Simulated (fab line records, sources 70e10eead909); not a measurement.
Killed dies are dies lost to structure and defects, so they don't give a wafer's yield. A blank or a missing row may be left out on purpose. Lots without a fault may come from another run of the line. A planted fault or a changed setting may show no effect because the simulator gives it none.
fab line records | flow nand_harc
record lots=7 wafers=19 last_day=32
route steps=1302 shown A_STAIRCASE@663
lots that met no fault: from a run of the same line without faults
start_h: hours from the record's first day to the start of the lot's first wafer shown | wait_h: hours since the lot's step before | " the same as in the row above | L1.1+2: a row that stands for several wafers | - no value, or no start given | * or withheld: withheld | < > ~ a bound
route shown NAME@n: a module of which the file shows steps, and the number in the route of the first | usual: mean/standard deviation of fault-free wafers | same: alike in all rows | chamber/n: place in a boat | sites: the reading at each site | _std_site: their standard deviation | _edge_site: outer sites' mean less inner sites' | radius_mm: how far each site lies from the wafer's centre | mask NAME#n: copy n | behind: the tool/chamber that last shaped the wafer | hold: why the lot was held/for how many hours/how that ended | device: the transistor (n, p or np) that didn't switch | end of line: the same wafers' tests at the end of the route | a step without rows: its recipe alone | killed: dies lost to structure and defects at the first sort, not the wafer's yield | map: a wafer's dies, x killed, . not, _ none there
set.NAME: the setting as run; set.NAME@STEP: as run at that earlier step | model.NAME: the simulator's own value behind a step, which no gauge read
lots at some steps of the route; a table a step, a row a wafer
services: from which hour (start_h, from the record's first day; less than 0 if before it) a tool's chamber was out of use, for how many hours, and why
## steps
# step NHARC_A_STAIRCASE_PEB_07
# recipe peb_temp_c=115 peb_time_s=130
# step NHARC_A_STAIRCASE_DEVELOP_08
# recipe time_s=140
# step NHARC_A_STAIRCASE_HARDBAKE_10
# recipe temp_c=120 time_s=140
# step NHARC_A_STAIRCASE_DESCUM_11
# recipe time_s=3 o2_flow_sccm=200 ar_flow_sccm=0 bias_power_w=0 chemistry=O2
# usual drypump_motor_current_A=5.88/0.26 oes_product_au=1.002/0.012 rf_vpp_V=57.8/0.81 showerhead_plenum_p_Torr=1.91/0.095 throttle_valve_pct=11.310/0.0097
# columns lot.wafer tool chamber start_h wait_h drypump_motor_current_A oes_product_au rf_hours_counter_h rf_vpp_V showerhead_plenum_p_Torr throttle_valve_pct
L346.3 rie_diel-13 1 392.30 - 5.62 1.006 15 58.2 1.91 11.313
L346.4 " 2 " " 6.24 0.997 15 56.8 1.83 11.291
L346.2 " 0 " " 5.38 0.995 10 59.0 1.87 11.313
L350.2 rie_diel-03 1 425.34 - 5.97 1.002 26 58.6 2.03 11.323
L350.1 " 3 " " 5.80 1.009 27 58.1 1.96 11.291
L350.6 " 1 " " 5.98 0.996 - 57.5 2.03 11.311
L352.2 rie_diel-03 3 433.71 - 5.78 1.000 30 56.8 1.96 11.315
L352.3 " 0 " " 5.99 0.996 28 58.5 1.89 11.311
L352.6 " 0 " " 5.99 0.989 - 58.9 1.89 11.309
L355.1 rie_diel-03 1 473.56 - 5.96 0.991 43 58.1 2.02 11.308
L355.6 " 2 " " 6.11 0.991 - 56.8 1.77 11.317
L355.5 " 3 " " 5.76 1.001 - 58.0 1.96 11.306
L359.4 rie_diel-03 2 526.13 - 6.09 1.014 0 58.0 2.08 11.293
L359.6 " 3 " " 5.77 1.023 - 56.7 1.96 11.300
L362.4 rie_diel-03 2 535.93 - 6.12 1.012 5 57.6 2.07 11.326
L362.1 " 1 " " 5.93 1.012 6 58.0 2.02 11.300
L362.6 " 3 " " 5.76 1.016 - 58.5 1.95 11.309
L363.5 rie_diel-03 2 557.32 - 6.12 1.007 - 58.3 2.07 11.310
L363.6 " 3 " " 5.77 1.009 - 58.6 1.95 11.306
# step NHARC_A_STAIRCASE_TRIM_12
# recipe time_s=211.2 o2_flow_sccm=500 ar_flow_sccm=0 bias_w=0 chemistry=O2
# usual drypump_motor_current_A=5.88/0.26 oes_product_au=1.001/0.012 rf_vpp_V=57.7/0.97 showerhead_plenum_p_Torr=3.52/0.16 throttle_valve_pct=17.037/0.0086
# columns lot.wafer tool chamber start_h wait_h drypump_motor_current_A oes_product_au rf_hours_counter_h rf_vpp_V showerhead_plenum_p_Torr throttle_valve_pct
L346.2 rie_diel-13 1 392.39 0.1 5.62 1.014 15 58.3 3.53 17.033
L346.3 " 2 " " 6.23 1.008 15 58.6 3.38 17.038
L346.4 " 3 " " 6.55 0.995 13 58.3 3.58 17.023
L350.2 rie_diel-03 2 425.44 0.1 6.11 0.989 25 57.2 3.28 17.038
L350.1 " 3 " " 5.79 1.010 27 58.2 3.62 17.044
L350.6 " 0 " " 5.96 0.995 - 57.2 3.49 17.029
L352.3 rie_diel-03 1 433.83 0.1 5.96 0.990 29 57.0 3.72 17.028
L352.2 " 2 " " 6.12 0.983 29 57.6 3.28 17.037
L352.6 " 0 " " 5.97 0.989 - 59.5 3.49 17.034
L355.1 rie_diel-03 0 473.62 0.1 5.99 1.001 40 57.7 3.49 17.037
L355.6 " 0 " " 6.02 0.999 - 56.9 3.49 17.027
L355.5 " 1 " " 5.94 0.995 - 58.2 3.72 17.041
L359.4 rie_diel-03 1 526.24 0.1 5.96 1.011 0 58.1 3.71 17.036
L359.6 " 0 " " 5.97 1.015 - 57.1 3.48 17.030
L362.1 rie_diel-03 2 536.02 0.1 6.12 1.015 5 58.3 3.81 17.037
L362.4 " 3 " " 5.80 1.027 5 57.1 3.60 17.035
L362.6 " 3 " " 5.78 1.019 - 56.6 3.60 17.040
L363.5 rie_diel-03 2 557.43 0.1 6.11 1.009 - 60.4 3.80 17.048
L363.6 " 3 " " 5.77 1.009 - 58.9 3.59 17.030
# step NHARC_A_STAIRCASE_ETCH_13
# recipe target_depth_a=1000 time_s=40.5 ion_energy_ev=400 c4f8_flow_sccm=20 o2_flow_sccm=10 ar_flow_sccm=withheld rf_w=600 bias_w=1000 chemistry=C4F8/O2
# usual oes_product_au=0.948/0.017 rf_vpp_V=895/5.8
# columns lot.wafer tool chamber start_h wait_h oes_product_au rf_hours_counter_h rf_vpp_V
L346.3 rie_diel-13 2 - - 0.958 15 890
L346.2 " 3 " " 0.954 13 897
L346.4 " 0 " " 0.964 10 894
L350.2 rie_diel-03 2 - - 0.954 25 887
L350.1 " 3 " " 0.970 27 899
L350.6 " 2 " " 0.946 - 888
L352.2 rie_diel-03 2 - - 0.943 29 889
L352.3 " 3 " " 0.949 30 898
L352.6 " 1 " " 0.938 - 904
L355.1 rie_diel-03 0 - - 0.962 40 895
L355.5 " 2 " " 0.929 - 887
L355.6 " 3 " " 0.941 - 899
L359.4 rie_diel-03 3 - - 0.958 0 899
L359.6 " 0 " " 0.967 - 894
L362.1 rie_diel-03 0 - - 0.982 7 894
L362.4 " 2 " " 0.962 5 904
L362.6 " 1 " " 0.971 - 901
L363.5 rie_diel-03 0 - - 0.978 - 893
L363.6 " 1 " " 0.965 - 901
# step NHARC_A_STAIRCASE_TRIM_14
# recipe time_s=211.2 o2_flow_sccm=500 ar_flow_sccm=0 bias_w=0 chemistry=O2
# usual drypump_motor_current_A=5.90/0.26 oes_product_au=1.002/0.013 rf_vpp_V=57.8/0.86 showerhead_plenum_p_Torr=3.52/0.16 throttle_valve_pct=17.036/0.0093
# columns lot.wafer tool chamber start_h wait_h drypump_motor_current_A oes_product_au rf_hours_counter_h rf_vpp_V showerhead_plenum_p_Torr throttle_valve_pct
L346.2 rie_diel-13 2 - - 6.27 1.011 15 56.7 3.38 17.035
L346.4 " 3 " " 6.52 0.996 13 57.6 3.58 17.044
L346.3 " 1 " " 5.64 1.011 15 57.7 3.53 17.028
L350.1 rie_diel-03 0 - - 5.95 1.005 26 57.3 3.49 17.022
L350.2 " 1 " " 5.91 0.992 26 59.3 3.73 17.046
L350.6 " 3 " " 5.79 1.008 - 58.3 3.62 17.047
L352.2 rie_diel-03 2 - - 6.10 0.997 29 56.6 3.28 17.021
L352.3 " 3 " " 5.79 1.014 30 56.7 3.61 17.027
L352.6 " 2 " " 6.11 0.991 - 56.2 3.28 17.026
L355.1 rie_diel-03 0 - - 5.94 0.992 41 58.2 3.49 17.034
L355.6 " 2 " " 6.10 0.993 - 57.0 3.27 17.031
L355.5 " 3 " " 5.77 1.008 - 58.1 3.61 17.037
L359.4 rie_diel-03 3 - - 5.79 1.019 0 58.0 3.60 17.040
L359.6 " 3 " " 5.79 1.022 - 57.8 3.60 17.044
L362.4 rie_diel-03 0 - - 5.98 1.022 7 57.0 3.48 17.034
L362.1 " 1 " " 5.94 1.005 6 59.3 3.71 17.033
L362.6 " 3 " " 5.80 1.012 - 58.3 3.60 17.036
L363.6 rie_diel-03 2 - - 6.13 1.009 - 58.4 3.80 17.044
L363.5 " 3 " " 5.79 1.010 - 57.9 3.59 17.031
# step NHARC_A_STAIRCASE_ETCH_15
# recipe target_depth_a=1000 time_s=40.5 ion_energy_ev=400 c4f8_flow_sccm=20 o2_flow_sccm=10 ar_flow_sccm=withheld rf_w=600 bias_w=1000 chemistry=C4F8/O2
# step NHARC_A_STAIRCASE_TRIM_16
# recipe time_s=211.2 o2_flow_sccm=500 ar_flow_sccm=0 bias_w=0 chemistry=O2
# step NHARC_A_STAIRCASE_ETCH_17
# recipe target_depth_a=1000 time_s=40.5 ion_energy_ev=400 c4f8_flow_sccm=20 o2_flow_sccm=10 ar_flow_sccm=withheld rf_w=600 bias_w=1000 chemistry=C4F8/O2
# usual oes_product_au=0.945/0.013 rf_vpp_V=896/5.9
# columns lot.wafer tool chamber start_h wait_h oes_product_au rf_hours_counter_h rf_vpp_V
L346.4 rie_diel-13 1 - - 0.948 16 896
L346.3 " 2 " " 0.956 15 890
L346.2 " 3 " " 0.939 14 897
L350.1 rie_diel-03 2 - - 0.937 26 887
L350.2 " 0 " " 0.955 26 894
L350.6 " 3 " " 0.939 - 899
L352.3 rie_diel-03 1 - - 0.938 30 902
L352.2 " 2 " " 0.929 29 887
L352.6 " 0 " " 0.938 - 896
L355.1 rie_diel-03 3 - - 0.945 45 898
L355.5 " 3 " " 0.939 - 898
L355.6 " 0 " " 0.944 - 895
L359.4 rie_diel-03 1 - - 0.948 0 904
L359.6 " 3 " " 0.953 - 899
L362.1 rie_diel-03 2 - - 0.958 5 907
L362.4 " 1 " " 0.951 7 901
L362.6 " 3 " " 0.962 - 897
L363.6 rie_diel-03 1 - - 0.969 - 902
L363.5 " 2 " " 0.947 - 907
# step NHARC_A_STAIRCASE_TRIM_18
# recipe time_s=211.2 o2_flow_sccm=500 ar_flow_sccm=0 bias_w=0 chemistry=O2
# step NHARC_A_STAIRCASE_ETCH_19
# recipe target_depth_a=1000 time_s=40.5 ion_energy_ev=400 c4f8_flow_sccm=20 o2_flow_sccm=10 ar_flow_sccm=withheld rf_w=600 bias_w=1000 chemistry=C4F8/O2
# usual oes_product_au=0.946/0.012 rf_vpp_V=895/5.9
# columns lot.wafer tool chamber start_h wait_h oes_product_au rf_hours_counter_h rf_vpp_V
L346.2 rie_diel-13 1 393.24 - 0.943 16 894
L346.3 " 2 " " 0.952 15 891
L346.4 " 3 " " 0.952 14 898
L350.2 rie_diel-03 2 426.27 - 0.932 26 887
L350.1 " 3 " " 0.955 28 898
L350.6 " 2 " " 0.930 - 887
L352.2 rie_diel-03 3 437.53 - 0.951 33 898
L352.3 " 0 " " 0.930 30 894
L352.6 " 3 " " 0.950 - 899
L355.1 rie_diel-03 0 474.57 - 0.956 41 894
L355.5 " 2 " " 0.936 - 887
L355.6 " 3 " " 0.942 - 899
L359.4 rie_diel-03 3 527.28 - 0.962 1 897
L359.6 " 1 " " 1.081 - 902
L362.4 rie_diel-03 2 536.87 - 0.972 5 907
L362.1 " 3 " " 1.109 6 899
L362.6 " 2 " " 1.112 - 906
L363.5 rie_diel-03 1 558.24 - 0.955 - 902
L363.6 " 2 " " 1.102 - 907
## services
# columns tool chamber start_h hours kind
rie_diel-03 2 369.12 4.0 repair
rie_diel-13 - 369.69 2.0 repair
rie_diel-03 0 371.53 - clean
rie_diel-03 1 371.53 - clean
rie_diel-03 3 371.53 - clean
rie_diel-03 3 381.88 5.0 repair
rie_diel-03 0 396.03 - clean
rie_diel-03 1 396.03 - clean
rie_diel-03 2 396.03 - clean
rie_diel-03 3 396.03 - clean
rie_diel-03 0 407.06 7.3 repair
rie_diel-13 1 415.40 12.0 repair
rie_diel-03 0 420.53 - clean
rie_diel-03 1 420.53 - clean
rie_diel-03 2 420.53 - clean
rie_diel-03 3 420.53 - clean
rie_diel-13 1 427.60 7.2 repair
rie_diel-03 - 439.30 0.3 repair
rie_diel-03 0 445.03 - clean
rie_diel-03 1 445.03 - clean
rie_diel-03 2 445.03 - clean
rie_diel-13 0 465.15 9.5 repair
rie_diel-03 - 515.03 9.0 pm
rie_diel-13 - 519.98 9.0 pm
## key
first_sign step=NHARC_A_STAIRCASE_ETCH_19 reading=oes_product_au direction=up sigmas=13 usual=0.946 struck=1.101
effect none on later readings
met_at NHARC_A_STAIRCASE_ETCH_19
struck_wafers L359.6,L362.1,L362.6,L363.6
sort_left_out L359.6,L362.1,L362.6,L363.6
tester_left_out L359,L362,L363
onset_between 474.57 527.28
fault kind=process_parameter_drift tool=rie_diel-03 chamber=- onset_h=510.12 steps=NHARC_A_STAIRCASE_ETCH_19 channel=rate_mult offset=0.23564 shape=step end_h=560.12 scope=struck_wafers_only
# tester_left_out: of these lots the tester's yield and bins aren't shown, on N5 and GAA mostly nor the transistor test; their killed dies are dies lost to structure and defects alone, not to doping, threshold or leakage, so they don't give the yield
# sort_left_out: the simulated sort isn't trusted on such a fault, so these wafers' sort isn't shown, and their yield isn't known
